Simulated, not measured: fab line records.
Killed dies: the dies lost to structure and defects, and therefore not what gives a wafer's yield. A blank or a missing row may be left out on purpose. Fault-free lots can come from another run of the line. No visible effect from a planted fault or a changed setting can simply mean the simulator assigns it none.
Matching of chambers :: flow nand-harc :: NHARC_P_BONDPAD_CMP_19 on cmp-04 has 4 sister chambers
The step polishes, t overpolish 30 s, cu recess touch 16 s, target thk 160.81 nm. 8 wafers are shown with their chamber, then 8 later ones without.

== WAFERS PAIRED WITH THEIR CHAMBERS ==
wafer: L076.4
chamber: 0
motor-current-A (A): 12.3
overpolish-run-s (s): 30.003

wafer: L078.6
chamber: 0
motor-current-A (A): 12.5
overpolish-run-s (s): 30.003

wafer: L081.1
chamber: 2
motor-current-A (A): 11.7
overpolish-run-s (s): 29.999

wafer: L081.3
chamber: 1
motor-current-A (A): 13.1
overpolish-run-s (s): 30.005

wafer: L083.1
chamber: 3
motor-current-A (A): 11.0
overpolish-run-s (s): 30.002

wafer: L083.2
chamber: 2
motor-current-A (A): 12.6
overpolish-run-s (s): 29.997

wafer: L083.4
chamber: 1
motor-current-A (A): 12.8
overpolish-run-s (s): 29.993

wafer: L090.2
chamber: 3
motor-current-A (A): 10.7
overpolish-run-s (s): 30.021

== WAFERS WITH NO CHAMBER GIVEN ==
wafer: L090.5
motor-current-A (A): 13.2
overpolish-run-s (s): 30.003

wafer: L090.6
motor-current-A (A): 12.0
overpolish-run-s (s): 29.995

wafer: L093.4
motor-current-A (A): 12.4
overpolish-run-s (s): 29.997

wafer: L093.5
motor-current-A (A): 13.1
overpolish-run-s (s): 29.997

wafer: L093.6
motor-current-A (A): 10.9
overpolish-run-s (s): 29.991

wafer: L095.3
motor-current-A (A): 12.6
overpolish-run-s (s): 29.992

wafer: L095.4
motor-current-A (A): 12.3
overpolish-run-s (s): 30.008

wafer: L095.5
motor-current-A (A): 11.7
overpolish-run-s (s): 30.000

== EACH ONE'S CHAMBER ==
wafer: L090.5
from the rows above: can't be placed: 1 or 0
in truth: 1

wafer: L090.6
from the rows above: can't be placed: 2 or 0
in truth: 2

wafer: L093.4
from the rows above: can't be placed: 2 or 0 or 1
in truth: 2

wafer: L093.5
from the rows above: can't be placed: 1 or 0
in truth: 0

wafer: L093.6
from the rows above: can't be placed: 3 or 2 or 0
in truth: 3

wafer: L095.3
from the rows above: can't be placed: 1 or 2 or 0
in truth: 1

wafer: L095.4
from the rows above: can't be placed: 0 or 2 or 1
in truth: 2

wafer: L095.5
from the rows above: can't be placed: 2 or 0 or 3
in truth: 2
Placed correctly: 0 of 8. These rows do not allow placing 8 (true chamber among the candidates in 8). Placed wrongly: 0.
How it was worked out, from the rows above alone: a wafer's distance from a chamber is the root of the sum, over the readings, of the square of ((its reading less the chamber's mean) divided by the reading's scatter). If the next closest chamber is less than 2 further off than the closest, the wafer can't be placed; otherwise it belongs to the closest. The mean given for a chamber averages the wafers shown for that chamber. The scatter: the root of (the sum of the squares of (reading less its chamber's mean) over the shown wafers, divided by (wafers less chambers)).
